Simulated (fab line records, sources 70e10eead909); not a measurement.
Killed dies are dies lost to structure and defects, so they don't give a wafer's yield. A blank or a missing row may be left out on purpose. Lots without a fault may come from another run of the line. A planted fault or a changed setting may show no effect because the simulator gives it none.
Which tool did it? | flow nand_harc | 13 lots, 39 wafers sampled, at 6 steps of a route of 1302

WHAT THE GAUGES READ, wafer by wafer
NHARC_P_GATE_CD_MEAS_11: target cd 1640 nm.
lot  | measured     | on        | cd_nm (nm)
L432 | day 4 14:13  | cd_sem-02 | 1643.2 1641.6 1638.7
L433 | day 4 22:45  | cd_sem-01 | 1638.4 1642.0 1637.5
L434 | day 5 05:44  | cd_sem-01 | 1641.7 1640.3 1640.4
L438 | day 7 00:10  | cd_sem-02 | 1641.6 1640.2 1640.6
L439 | day 7 07:21  | cd_sem-02 | 1639.9 1639.8 1640.0
L440 | day 8 00:04  | cd_sem-03 | 1642.6 1643.4 1640.5
L441 | day 8 04:16  | cd_sem-01 | 1641.6 1637.1 1643.3
L443 | day 8 21:32  | cd_sem-01 | 1639.6 1645.0 1641.0
L447 | day 10 18:11 | cd_sem-02 | 1642.6 1640.5 1643.0
L448 | day 11 04:02 | cd_sem-02 | 1642.9 1643.5 1646.0
L450 | day 11 18:53 | cd_sem-03 | 1642.2 1641.1 1637.5
L454 | day 13 12:30 | cd_sem-01 | 1640.0 1642.8 1640.4
L455 | day 14 02:11 | cd_sem-03 | 1643.2 1639.8 1642.0

NHARC_P_GATE_CD_MEAS_26: target cd 120 nm.
lot  | measured     | on        | cd_nm (nm)
L432 | day 5 10:50  | cd_sem-02 | 120.0 120.7 120.0
L433 | day 5 13:01  | cd_sem-03 | 119.5 119.7 120.6
L434 | day 5 20:31  | cd_sem-01 | 120.1 119.9 120.3
L438 | day 7 14:22  | cd_sem-02 | 120.5 120.1 120.1
L439 | day 7 21:40  | cd_sem-02 | 119.5 119.5 120.0
L440 | day 8 14:04  | cd_sem-02 | 119.9 120.5 119.8
L441 | day 8 20:07  | cd_sem-02 | 119.5 119.5 119.9
L443 | day 9 15:50  | cd_sem-01 | 120.5 120.4 120.5
L447 | day 11 13:20 | cd_sem-01 | 117.3 118.4 117.7
L448 | day 11 21:47 | cd_sem-03 | 117.9 118.3 117.7
L450 | day 12 13:07 | cd_sem-01 | 119.7 119.8 119.8
L454 | day 14 03:13 | cd_sem-01 | 119.9 120.5 120.7
L455 | day 14 16:37 | cd_sem-01 | 120.3 120.9 121.5

NHARC_END_SORT_01.
lot  | measured     | on        | killed_at_array | killed_at_other | killed_at_periphery | killed_dies | killed_open | killed_short
L432 | day 25 05:36 | prober-02 | 18 36 32        | 3 1 1           | 4 11 10             | 25 48 43    | 4 5 7       | 1 4 3
L434 | day 25 11:46 | prober-02 | 43 37 35        | 0 0 8           | 3 4 3               | 46 41 46    | 4 5 6       | 4 4 2
L438 | day 27 12:36 | prober-01 | 37 21 38        | 0 0 1           | 0 3 0               | 37 24 39    | 6 3 5       | 2 1 5
L439 | day 27 19:12 | prober-02 | 34 44 34        | 0 0 0           | 1 1 2               | 35 45 36    | 1 5 1       | 2 4 3
L447 | day 30 10:28 | prober-01 | 46 38 36        | 0 0 0           | 3 8 1               | 49 46 37    | 4 6 0       | 2 4 6
L448 | day 31 23:01 | prober-02 | 67 88 86        | 6 0 1           | 3 7 5               | 76 95 92    | 5 5 4       | 3 6 5
L454 | day 33 15:08 | prober-01 | 53 54 49        | 0 3 1           | 2 5 1               | 55 62 51    | 4 4 1       | 3 3 5
L455 | day 33 22:55 | prober-01 | 36 51 50        | 2 0 0           | 5 1 3               | 43 52 53    | 0 2 5       | 7 1 4

WHICH TOOL RAN EACH LOT (tool, then ch and the chambers of the sampled wafers, then the start)
lot  | NHARC_P_STI_CMP_21            | NHARC_P_GATE_DEVELOP_25           | NHARC_P_GATE_HM_OPEN_105
L432 | cmp-02 ch 1,2,3, day 3 19:59  | litho_track-01 ch 0, day 5 10:00  | rie_diel-11 ch 0,2,3, day 25 05:36 or earlier
L433 | cmp-04 ch 1,2, day 4 03:25    | litho_track-04 ch 0, day 5 12:00  | rie_diel-12 ch 0,2, no start
L434 | cmp-04 ch 1,3, day 4 10:55    | litho_track-04 ch 0, day 5 20:00  | rie_diel-12 ch 1,2,3, day 25 11:46 or earlier
L438 | cmp-02 ch 1,2,3, day 5 23:20  | litho_track-06 ch 0, day 7 14:00  | rie_diel-11 ch 1,2,3, day 27 12:36 or earlier
L439 | cmp-04 ch 0,2,3, day 6 14:52  | litho_track-04 ch 0, day 7 21:00  | rie_diel-04 ch 0,1, day 27 19:12 or earlier
L440 | cmp-03 ch 1,2,3, day 7 06:38  | litho_track-01 ch 0, day 8 13:00  | rie_diel-11 ch 0,1,2, no start
L441 | cmp-03 ch 0,1,3, day 7 11:13  | litho_track-04 ch 0, day 8 20:00  | rie_diel-12 ch 0,2,3, no start
L443 | cmp-04 ch 0,1,2, day 8 03:23  | litho_track-01 ch 0, day 9 15:00  | rie_diel-11 ch 0,2, no start
L447 | cmp-03 ch 1,2, day 9 22:17    | litho_track-01 ch 0, day 11 13:00 | rie_diel-04 ch 2,3, day 30 10:28 or earlier
L448 | cmp-03 ch 1,2,3, day 10 10:40 | litho_track-01 ch 0, day 11 21:00 | rie_diel-12 ch 0,1,3, day 31 23:01 or earlier
L450 | cmp-02 ch 0,1,2, day 11 01:55 | litho_track-04 ch 0, day 12 13:00 | rie_diel-04 ch 0,1,3, no start
L454 | cmp-02 ch 1,2, day 12 19:02   | litho_track-04 ch 0, day 14 03:00 | rie_diel-04 ch 2,3, day 33 15:08 or earlier
L455 | cmp-03 ch 0,1,3, day 13 07:01 | litho_track-06 ch 0, day 14 16:00 | rie_diel-11 ch 0,1, day 33 22:55 or earlier
- NHARC_P_STI_CMP_21: polishes, t overpolish 20 s, target thk 380.67 nm.
- NHARC_P_GATE_DEVELOP_25: develop time 35 s.
- NHARC_P_GATE_HM_OPEN_105: chemistry O2/COS, target depth 360 nm.

WHAT THE TOOLS THEMSELVES READ (means of the sampled wafers that have a number; where no wafer has one, the mark that the record gives instead)
NHARC_P_STI_CMP_21.
lot  | tool   | motor_current_A (A) | overpolish_run_s (s) | pad_life_wafers
L432 | cmp-02 | 12.9                | 19.993               | 116
L433 | cmp-04 | 13.0                | 19.999               | 246
L434 | cmp-04 | 11.2                | 19.991               | 259
L438 | cmp-02 | 12.5                | 20.010               | 332
L439 | cmp-04 | 12.2                | 19.992               | 67
L440 | cmp-03 | 12.0                | 20.003               | 295
L441 | cmp-03 | 12.4                | 20.009               | 313
L443 | cmp-04 | 12.5                | 19.997               | 230
L447 | cmp-03 | 12.3                | 20.000               | 181
L448 | cmp-03 | 12.2                | 20.008               | 213
L450 | cmp-02 | 13.1                | 20.005               | 20
L454 | cmp-02 | 13.0                | 20.005               | 192
L455 | cmp-03 | 12.2                | 19.997               | 116

NHARC_P_GATE_HM_OPEN_105.
lot  | tool        | drypump_motor_current_A (A) | oes_product_au (a.u.) | rf_vpp_V (V) | showerhead_plenum_p_Torr (Torr) | throttle_valve_pct (%)
L432 | rie_diel-11 | 5.5                         | 0.991                 | 468          | 3.15                            | 28.326
L433 | rie_diel-12 | 5.3                         | 0.988                 | 471          | 3.30                            | 28.321
L434 | rie_diel-12 | 5.7                         | 0.994                 | 467          | 3.10                            | 28.325
L438 | rie_diel-11 | 5.8                         | 1.006                 | 466          | 3.07                            | 28.336
L439 | rie_diel-04 | 5.4                         | 1.007                 | 465          | 3.02                            | 28.331
L440 | rie_diel-11 | 5.4                         | 0.991                 | 468          | 3.14                            | 28.318
L441 | rie_diel-12 | 5.5                         | 0.988                 | 469          | 3.21                            | 28.329
L443 | rie_diel-11 | 5.6                         | 0.982                 | 468          | 3.21                            | 28.335
L447 | rie_diel-04 | 5.7                         | 1.006                 | 466          | 3.07                            | 28.331
L448 | rie_diel-12 | 6.0                         | 0.991                 | 467          | 3.13                            | 28.336
L450 | rie_diel-04 | 5.3                         | 0.998                 | 467          | 3.16                            | 28.335
L454 | rie_diel-04 | 5.6                         | 1.001                 | 465          | 3.07                            | 28.323
L455 | rie_diel-11 | 4.9                         | 0.981                 | 468          | 3.14                            | 28.330

THE ANSWER, worked out from the rows above alone
Rule: what is usual is taken from the lots themselves. Put in order of their means at a reading, lots are off if they are a third of the lots or fewer, leave a main group of 4 or more, and stand apart from it by a gap of 3 or more times the standard deviation of the main group's means; of several such gaps the widest counts. A main group whose means are all the same, to the digits that the tables above print for the reading, isn't used. A lot without any number at a reading at which 4 lots or more have one is off too. The other lots that the step has rows for count as sound. The gauges are gone through in route order, then the tools' own readings, and for those a lot's mean is taken as printed above. The first step at which some lot is off is used, and at that step the reading that is off furthest; a lot without a number counts as furthest.
Off: L447, L448, at NHARC_P_GATE_CD_MEAS_26 (cd_nm). The main group: mean 120.1 nm, standard deviation 0.36.
A tool fits if, at a process step before that reading, it ran every lot that is off, and no sound lot after the first of them. The gauges at NHARC_P_GATE_CD_MEAS_26 are tried like those tools. One fits: litho_track-01 at NHARC_P_GATE_DEVELOP_25. Its last sound lot is L443 (day 9 15:00), its first lot that is off L447 (day 11 13:00): a fault that began between those two fits.

WHAT THE SIMULATOR HAD PUT IN
Process parameter drift: litho_track-01, from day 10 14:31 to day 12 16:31, at NHARC_P_GATE_DEVELOP_25. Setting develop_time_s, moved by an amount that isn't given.
Lots struck among those shown: L447, L448. The rule above found the same.
